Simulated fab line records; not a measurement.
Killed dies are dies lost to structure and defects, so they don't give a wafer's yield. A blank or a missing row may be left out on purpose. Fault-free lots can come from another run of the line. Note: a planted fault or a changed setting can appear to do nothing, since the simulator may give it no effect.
Lot-split experiment    flow n5_finfet    21 wafers read across 7 lots, on a route 1938 steps long

## THE SPLIT
At N5_SDB_CUT_ETCH_26 (etches Si in HBr/Cl2/O2, target depth 129.6 nm, bt time 20 s, time 51.8 s), the setting icp_w was moved away from the recipe's 800 W on 7 of the 21 wafers read, by -5.6% to +16.7%. For the rest of the wafers, this setting stayed at what the recipe calls for.

Reading taken at the split's own step.

## THE READING
SDB.feature_depth_nm (the simulator's own value, which no gauge read), in nm, at N5_SDB_CUT_ETCH_26 (etches Si in HBr/Cl2/O2, target depth 129.6 nm, bt time 20 s, time 51.8 s). The file does not state a usual value for it. Here, 14 wafers ran the recipe; their average is 129.7 nm with a standard deviation of 1.9 nm.

wafer   tool, chamber at the split  icp_w as run, W  against the recipe  SDB.feature_depth_nm, nm  against lot-mates on the recipe
L075.2  rie_si-04, 3                800              recipe              130                       -
L075.4  rie_si-04, 1                800              recipe              125.2                     -
L075.6  rie_si-04, 3                800              recipe              130.6                     -
L078.1  rie_si-02, 3                918.9            +14.9%              139.8                     +10.4
L078.4  rie_si-02, 1                918.9            +14.9%              138.2                     +8.8
L078.6  rie_si-02, 0                800              recipe              129.4                     -
L082.2  rie_si-03, 0                800              recipe              132.4                     -
L082.3  rie_si-03, 2                800              recipe              127.4                     -
L082.6  rie_si-03, 0                933.7            +16.7%              142.6                     +12.7
L084.1  rie_si-02, 2                800              recipe              131.6                     -
L084.2  rie_si-02, 3                800              recipe              131                       -
L084.3  rie_si-02, 1                800              recipe              129.8                     -
L087.4  rie_si-02, 3                800              recipe              131.8                     -
L087.5  rie_si-02, 0                800              recipe              128.8                     -
L087.6  rie_si-02, 1                800              recipe              129.2                     -
L093.2  rie_si-03, 0                846.7            +5.8%               137                       +5.4
L093.4  rie_si-03, 2                800              recipe              131.6                     -
L093.5  rie_si-03, 1                846.7            +5.8%               135                       +3.4
L096.1  rie_si-02, 2                754.9            -5.6%               127.2                     -0.4
L096.4  rie_si-02, 0                800              recipe              127.6                     -
L096.5  rie_si-02, 1                754.9            -5.6%               123.6                     -4.0

FIT RESULTS
A straight line over all 21 wafers: SDB.feature_depth_nm changes by +0.713 nm for each +1% of icp_w; r = +0.91; the points scatter about the line by 2 nm.
The same after taking each lot's own level away (the mean of its wafers on the recipe; 21 wafers): +0.659 nm for each +1%; r = +0.93; scatter 1.7 nm.
On that fit, the largest move of icp_w shifts the reading by 11 nm.
Measured against the standard deviation above, the lots' own levels, which go from 127.60 to 131.60 nm, span 2.1 times it.
Consequently the slope shifts little with the lot-to-lot level, the two slopes agreeing.
Check: +10.6 nm against its lot-mates is what the line predicts for one of the wafers moved furthest among these (+16.7%) when that wafer is left out of the fit. Against them it came out at +12.7 nm.

## FURTHER SPLITS ON THESE WAFERS
Other splits were also applied to these wafers ahead of the reading. Each is held against what the fit with the lots' levels taken away leaves over:
other split on the same wafers        wafers away from the commonest value  r with SDB.feature_depth_nm (lot level and that fit taken away)
N5_ZERO_LAYER_COAT_05 spin_rpm        7                                     -0.34
N5_ZERO_LAYER_EXPOSE_08 dose_mj       2                                     +0.29
N5_WELL_APT_COAT_02 spin_rpm          8                                     +0.15
N5_STI_FIN_REVEAL_ETCHBACK_08 time_s  7                                     +0.15
N5_DUMMY_GATE_CVD_03 temp_c           18                                    +0.09
N5_DUMMY_GATE_COAT_28 spin_rpm        5                                     -0.08

## THE WHOLE CHAIN: every reading that the file lists as answering this split, in the file's order
step                what it does                                                               reading                                                                change (the file's fit)                r (the file's)
N5_SDB_CUT_ETCH_26  etches Si in HBr/Cl2/O2, target depth 129.6 nm, bt time 20 s, time 51.8 s  etch.depth_nm (the simulator's own value, which no gauge read)         +0.691 nm for each +1% of the setting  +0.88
N5_SDB_CUT_ETCH_26  etches Si in HBr/Cl2/O2, target depth 129.6 nm, bt time 20 s, time 51.8 s  SDB.feature_depth_nm (the simulator's own value, which no gauge read)  +0.694 nm for each +1% of the setting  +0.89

## FILE'S OWN FIT
SDB.feature_depth_nm changes by +0.694 nm for each +1% of icp_w, r = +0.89.
